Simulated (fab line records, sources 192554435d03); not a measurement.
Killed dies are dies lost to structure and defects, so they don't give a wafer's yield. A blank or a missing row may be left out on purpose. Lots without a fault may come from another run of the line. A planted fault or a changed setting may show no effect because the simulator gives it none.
Chamber matching | flow n5_finfet | N5_BEOL_M13_DEP_53 on pecvd-02: 3 sister chambers
The step deposits SiCN from 3MS/NH3, target thk 50 nm, time 17.8 s. 6 wafers are shown with their chamber, then 12 later ones without.

WAFERS WITH THEIR CHAMBER
wafer  | chamber | throttle_valve_pct (%) | showerhead_plenum_p_Torr (Torr)
L081.6 | 0       | 19.8                   | 4.161
L083.4 | 2       | 18.5                   | 4.188
L083.5 | 1       | 17.0                   | 4.179
L092.1 | 1       | 17.1                   | 4.182
L092.2 | 0       | 19.7                   | 4.157
L092.3 | 2       | 18.7                   | 4.179

WAFERS WITHOUT THEIR CHAMBER
wafer  | throttle_valve_pct (%) | showerhead_plenum_p_Torr (Torr)
L092.4 | 18.9                   | 4.179
L092.5 | 19.6                   | 4.165
L092.6 | 17.0                   | 4.184
L090.2 | 16.8                   | 4.180
L090.3 | 19.9                   | 4.170
L090.6 | 18.5                   | 4.166
L094.1 | 16.7                   | 4.172
L094.5 | 16.9                   | 4.179
L094.6 | 19.7                   | 4.165
L095.1 | 18.9                   | 4.184
L095.3 | 19.5                   | 4.164
L095.4 | 19.6                   | 4.161

WHICH CHAMBER EACH WENT THROUGH
wafer  | from the rows above | in truth
L092.4 | 2                   | 2
L092.5 | 0                   | 0
L092.6 | 1                   | 1
L090.2 | 1                   | 1
L090.3 | 0                   | 0
L090.6 | 2                   | 2
L094.1 | 1                   | 1
L094.5 | 1                   | 1
L094.6 | 0                   | 0
L095.1 | 2                   | 2
L095.3 | 0                   | 0
L095.4 | 0                   | 0
Placed correctly: 12 of 12. Can't be placed from these rows: 0. Placed wrongly: 0.
How it was worked out, from the rows above alone: a wafer's distance from a chamber is the root of the sum, over the readings, of the square of ((its reading less the chamber's mean) divided by the reading's scatter). The wafer belongs to the nearest chamber; if the next one is less than 2 further off, it can't be placed. A chamber's mean is the mean of its shown wafers. The scatter: the root of (the sum of the squares of (reading less its chamber's mean) over the shown wafers, divided by (wafers less chambers)).
